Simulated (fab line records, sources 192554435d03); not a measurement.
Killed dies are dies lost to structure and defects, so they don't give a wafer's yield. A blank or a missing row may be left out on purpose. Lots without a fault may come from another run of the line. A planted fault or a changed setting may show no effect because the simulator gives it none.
Split-lot experiment | flow n5_finfet | 7 lots, 21 wafers read, on a route of 1938 steps

THE SPLIT
At N5_BEOL_M13_ETCH_59 (etches BARC in N2/H2, target depth 89 nm, overetch 26.7 nm, time 67.9 s), the setting bias_w was moved away from the recipe's 150 W on 9 of the 21 wafers read, by -16.9% to +13.1%. The other wafers ran this setting at the recipe's value.

The reading is taken at the split's own step.

THE READING
rf_vpp_V, in V, at N5_BEOL_M13_ETCH_59 (etches BARC in N2/H2, target depth 89 nm, overetch 26.7 nm, time 67.9 s). Fault-free wafers of this fab line usually give 524.1 V, standard deviation 2.9 V.

wafer  | tool, chamber at the split | bias_w as run, W | against the recipe | rf_vpp_V, V | against lot-mates on the recipe
L074.1 | rie_diel-04, 2             | 131.7            | -12.2%             | 481.9       | no lot-mate on the recipe
L074.5 | rie_diel-04, 1             | 131.7            | -12.2%             | 484.7       | no lot-mate on the recipe
L074.6 | rie_diel-04, 0             | 131.7            | -12.2%             | 478.2       | no lot-mate on the recipe
L075.2 | rie_diel-02, 1             | 157.3            | +4.9%              | 537.4       | +11.1
L075.5 | rie_diel-02, 3             | 150              | recipe             | 525.8       | -
L075.6 | rie_diel-02, 0             | 150              | recipe             | 526.7       | -
L076.3 | rie_diel-03, 2             | 150              | recipe             | 522.6       | -
L076.4 | rie_diel-03, 0             | 150              | recipe             | 529.1       | -
L076.5 | rie_diel-03, 0             | 150              | recipe             | 530.9       | -
L083.1 | rie_diel-04, 0             | 150              | recipe             | 520.4       | -
L083.4 | rie_diel-04, 2             | 169.6            | +13.1%             | 563.6       | +43.2
L083.5 | rie_diel-04, 1             | 169.6            | +13.1%             | 569.3       | +48.9
L091.3 | rie_diel-02, 3             | 124.7            | -16.9%             | 466.4       | -56.6
L091.4 | rie_diel-02, 2             | 150              | recipe             | 523.0       | -
L091.5 | rie_diel-02, 2             | 124.7            | -16.9%             | 464.9       | -58.1
L094.1 | rie_diel-02, 2             | 135.5            | -9.7%              | 490.3       | -33.6
L094.2 | rie_diel-02, 1             | 150              | recipe             | 521.2       | -
L094.3 | rie_diel-02, 0             | 150              | recipe             | 526.5       | -
L093.2 | rie_diel-03, 2             | 150              | recipe             | 523.0       | -
L093.3 | rie_diel-03, 1             | 150              | recipe             | 521.9       | -
L093.4 | rie_diel-03, 0             | 150              | recipe             | 527.5       | -

THE FIT
A straight line over all 21 wafers: rf_vpp_V changes by +3.4 V for each +1% of bias_w; r = +0.99; the points scatter about the line by 3.2 V.
The same after taking each lot's own level away (the mean of its wafers on the recipe; 18 wafers): +3.42 V for each +1%; r = +0.99; scatter 2.8 V.
On that fit, the largest move of bias_w shifts the reading by 58 V.
The lots' own levels span 520.40 to 527.53 V, that is 2.5 times the standard deviation above.
So the lot-to-lot level changes the slope little: the two slopes agree.
Check: with one of the wafers moved furthest among these (-16.9%) left out of the fit, the line predicts -58.4 V for it against its lot-mates. It came out at -56.6 V against them.
Tool readings at the split's step, against how far the setting was moved: rf_vpp_V r = +0.99.

OTHER SPLITS ON THESE WAFERS
These wafers also went through other splits before the reading. Each is held against what the fit with the lots' levels taken away leaves over:
other split on the same wafers | wafers away from the commonest value | r with rf_vpp_V (lot level and that fit taken away)
N5_BEOL_M10_COAT_60 spin_rpm   | 6                                    | -0.23
N5_BEOL_M12_COAT_04 spin_rpm   | 11                                   | -0.14

THE FILE'S OWN FIT
rf_vpp_V changes by +3.4 V for each +1% of bias_w, r = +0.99.
